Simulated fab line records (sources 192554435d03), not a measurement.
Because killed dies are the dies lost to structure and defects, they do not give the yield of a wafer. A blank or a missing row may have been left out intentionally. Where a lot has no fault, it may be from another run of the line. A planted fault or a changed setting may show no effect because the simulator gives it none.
Which of the tools did it?	flow n5_finfet	route of 1938 steps, sampled at 1 step: 12 lots, 36 wafers

== WHAT EACH GAUGE READ, for each wafer ==
N5_BEOL_M13_OCD_MEAS_35.
lot	measured	on	trench_depth_nm (nm)
L074	day 12 03:35	ocd-02	424 420 412
L077	day 12 04:30	ocd-01	422 406 416
L079	day 12 20:26	ocd-02	423 412 420
L080	day 13 12:56	ocd-02	421 412 407
L083	day 14 03:30	ocd-01	416 416 403
L085	day 14 17:06	ocd-02	411 420 410
L089	day 15 01:26	ocd-02	426 408 417
L088	day 15 05:46	ocd-02	404 424 411
L090	day 15 08:35	ocd-02	406 413 409
L093	day 15 14:25	ocd-02	417 403 405
L095	day 16 23:13	ocd-02	407 416 420
L096	day 17 09:36	ocd-01	398 409 415

== WHICH TOOL RAN EACH LOT (tool, then ch and the chambers of the sampled wafers, then the start) ==
There is no process step in the record ahead of these readings.

== THE ANSWER, worked out from the rows above alone ==
Rule: the usual values come from the lots themselves. Put in order of their means at a reading, lots are off if they are a third of the lots or fewer, leave a main group of 4 or more, and stand apart from it by a gap of 3 or more times the standard deviation of the main group's means; of several such gaps the widest counts. A main group is skipped when, at the precision printed for the reading in the tables above, its means are all equal. A lot without any number at a reading at which 4 lots or more have one is off too. Any other lot the step has rows for is counted as sound.
Across all readings shown, no lot is off: no conclusion can be drawn from this.

== WHAT THE SIMULATOR HAD INSERTED ==
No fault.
